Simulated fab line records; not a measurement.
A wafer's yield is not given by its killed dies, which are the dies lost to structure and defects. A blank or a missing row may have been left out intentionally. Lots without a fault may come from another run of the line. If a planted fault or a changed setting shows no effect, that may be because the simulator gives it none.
Chamber matching    flow nandHarc    NHARC_A_SLIT_DESCUM_14 on rieDiel-02 has 4 sister chambers
The step chemistry O2, time 3 s. 22 wafers are shown with their chamber, then 11 later ones without.

== WAFERS WITH THEIR CHAMBER ==
wafer   chamber  showerheadPlenumPTorr (Torr)  drypumpMotorCurrentA (A)  rfVppV (V)
L076.3  0        1.86                          5.4                       57.6
L076.5  0        1.86                          5.4                       59.0
L076.6  3        2.01                          5.3                       59.3
L077.2  2        1.77                          5.4                       56.2
L077.4  3        2.01                          5.3                       58.6
L077.6  0        1.86                          5.4                       57.5
L079.2  0        1.86                          5.4                       57.9
L079.5  3        2.01                          5.3                       59.1
L079.6  0        1.86                          5.4                       57.5
L080.3  0        1.86                          5.5                       56.7
L080.4  1        1.85                          6.3                       56.9
L080.6  0        1.86                          5.5                       56.8
L081.2  0        1.86                          5.4                       58.2
L081.4  3        2.00                          5.2                       58.7
L081.6  1        1.85                          6.3                       56.4
L086.4  2        1.77                          5.4                       57.8
L086.5  1        1.85                          6.3                       57.4
L086.6  0        1.86                          5.4                       56.8
L087.3  2        1.77                          5.4                       58.4
L087.4  3        2.00                          5.3                       58.0
L087.6  1        1.85                          6.3                       57.7
L089.2  0        1.86                          5.4                       57.9

SIGNATURES (means of the wafers above)
reading                chamber 0  chamber 1  chamber 2  chamber 3  scatter within a chamber
showerheadPlenumPTorr  1.8600     1.8500     1.7700     2.0060     0.00258
drypumpMotorCurrentA   5.420      6.300      5.400      5.280      0.0365
rfVppV                 57.590     57.100     57.467     58.740     0.714
Rule: for a wafer and a chamber, the distance is found by dividing, reading by reading, the gap between the wafer's reading and the chamber's mean by the reading's scatter, squaring, summing and taking the root. If the next closest chamber is less than 2 further off than the closest, the wafer can't be placed; otherwise it belongs to the closest. How the scatter is found: for the shown wafers, subtract from each reading the mean of its chamber, square and add these, divide the total by (wafers less chambers), then take the root.

== WAFERS WITHOUT THEIR CHAMBER ==
wafer   showerheadPlenumPTorr (Torr)  drypumpMotorCurrentA (A)  rfVppV (V)
L089.3  1.84                          6.3                       58.3
L089.4  1.84                          6.3                       56.8
L091.3  1.77                          5.4                       56.9
L091.4  1.84                          6.3                       57.9
L091.5  1.77                          5.4                       55.0
L092.3  2.00                          5.3                       59.0
L092.4  1.77                          5.4                       58.1
L092.5  1.84                          6.3                       56.4
L097.1  1.77                          5.4                       55.5
L097.3  1.84                          6.3                       59.9
L097.5  1.77                          5.4                       56.5

== EACH ONE'S CHAMBER ==
wafer   from the rows above  in truth
L089.3  1                    1
L089.4  1                    1
L091.3  2                    2
L091.4  1                    1
L091.5  2                    2
L092.3  3                    3
L092.4  2                    2
L092.5  1                    1
L097.1  2                    2
L097.3  1                    1
L097.5  2                    2
11 of 11 placed correctly. Left unplaced by these rows: 0. Number placed wrongly: 0.
